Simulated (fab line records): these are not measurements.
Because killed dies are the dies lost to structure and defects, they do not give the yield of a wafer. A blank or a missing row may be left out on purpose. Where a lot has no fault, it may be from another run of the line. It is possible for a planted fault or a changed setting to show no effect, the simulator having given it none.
A lot that was struck, set against a sound lot	flow n5-finfet	16 steps out of a route of 1938
Sound: wafers L323.1, L323.3, L323.5. Struck: wafer L331.4; the same lot's L331.5 was not struck, so it is left out; see the end for the cause.
Per side, at each step with rows, come the tool, then ch with its chambers, and then its first start. Under that, the readings that differ: sound wafers	struck wafers	difference of the means	sigmas: that difference in standard deviations of wafers without a fault.
alike: a reading whose means differ by less than 2 such deviations, as well as words and numbers matching on both sides. not compared: withheld readings; readings where some wafer has no value; bounds like >300 that might hide an equal value; numbers whose values overlap and for which the record gives no deviation.
The two part at a step that has a row with sigmas, a row that says differs or no value, or rows on one side only. Numbers that don't overlap but have no deviation are shown without sigmas and don't part them. Lack of a reading on every wafer of one side parts them only where that side has two or more wafers.

N5_HKMG_FIN_STRIP_89: strips SOC in N2/H2, time 20 s.
  sound on rie-diel-04 ch 1,2, day 4 12:49; struck on rie-diel-06 ch 2, day 6 10:01
reading	sound	struck	difference	sigmas
throttle-valve-pct (%)	19.2 18.4 18.4	19.7	+1.0	+2
  alike: drypump-motor-current-A, oes-product-au, rf-vpp-V, showerhead-plenum-p-Torr
  not compared: rf-hours-counter-h
then, 6 steps without rows for these wafers: N5_HKMG_FIN_WET_ETCH_87 (etches TiN in SC1, time 154.2 s, target depth 4.7 nm, rinse time 30 s); N5_HKMG_FIN_STRIP_88 (strips in N2/H2, time 360 s); N5_HKMG_FIN_NWFM_ALD_20 (deposits TiAlC, target thk 2 nm, pulse time 3 s, purge time 2 s); N5_HKMG_FIN_ALD_71 (deposits TiN, target thk 1 nm, pulse time 1 s, purge time 3 s); N5_HKMG_FIN_COAT_66 (time 60 s, resist thk 300 nm); N5_HKMG_FIN_ETCH_67 (etches SOC in N2/H2, stops on TiN, target depth 388.9 nm).
N5_HKMG_FIN_STRIP_90: strips SOC in N2/H2, time 20 s.
  sound on rie-diel-04 ch 0,2, day 4 13:56; struck on rie-diel-05 ch 3, day 6 11:03
  alike: drypump-motor-current-A, oes-product-au, rf-vpp-V, showerhead-plenum-p-Torr, throttle-valve-pct
  not compared: rf-hours-counter-h
then, 2 steps without rows for these wafers: N5_HKMG_FIN_WET_ETCH_73 (etches the open film in SC1, time 42.3 s, target depth 1.3 nm, rinse time 30 s); N5_HKMG_FIN_ETCHBACK_68 (etches the open film in Cl2/Ar, stops on HfO2, target depth 0.5 nm).
N5_HKMG_FIN_STRIP_69: strips in N2/H2, time 360 s.
  sound on plasma-asher-02 ch 0,1, day 4 14:17; struck on plasma-asher-01 ch 0, day 6 11:28
  alike: drypump-motor-current-A, heater-power-w
  not compared: rf-hours-counter-h
N5_HKMG_FIN_ALD_21: deposits TiN, target thk 1.5 nm, pulse time 1 s, purge time 3 s.
  sound on ald-metal-04 ch 0,1, day 4 14:40; struck on ald-metal-03 ch 2, day 6 11:44
  alike: heater-power-w, precursor-pulse-height-rel
  not compared: ald-cycles
N5_HKMG_FIN_ALD_72: deposits W, target thk 2 nm, pulse time 1 s, purge time 2 s.
  sound on cvd-w-02 ch 0,1, day 4 15:01; struck on cvd-w-02 ch 0, day 6 12:07
reading	sound	struck	difference	sigmas
ald-cycles	7 7 7	8	+1	
  alike: heater-power-w, precursor-pulse-height-rel
N5_HKMG_FIN_W_FILL_22: material W, target thk 60 nm, time 18.2 s.
  sound on cvd-w-02 ch 0,1, day 4 15:05; struck on cvd-w-02 ch 0, day 6 12:10
  alike: heater-power-w, throttle-valve-pct
-- here the record skips 4 days between the struck wafers' starts before and after, leaving off in module HKMG_FIN and picking up in module BEOL_M4 (first step shown: number 1111 of the route) --
N5_BEOL_M4_RC_MEAS_101:
  sound on prober-02 ch 0, day 7 16:39; struck on prober-01 ch 0, day 10 02:33
  alike: DIBL_N, DIBL_P, IOFF_N, IOFF_P, ION_N, ION_P, SS_N, SS_P, VT_N, VT_P
-- record jumps: 4 days separate the struck wafers' starts on either side; left off in module BEOL_M4, taken up again in module PASSIVATION, whose first shown step is the route's number 1936 --
N5_PASSIVATION_PROBE_49:
  only the struck wafers here have rows in the record (prober-01, day 14 03:59); the sound ones have none

## WHERE THEY PART
Last at N5_PASSIVATION_PROBE_49 as far as this record goes, first at N5_HKMG_FIN_STRIP_89.

WHY: what the simulator had put in
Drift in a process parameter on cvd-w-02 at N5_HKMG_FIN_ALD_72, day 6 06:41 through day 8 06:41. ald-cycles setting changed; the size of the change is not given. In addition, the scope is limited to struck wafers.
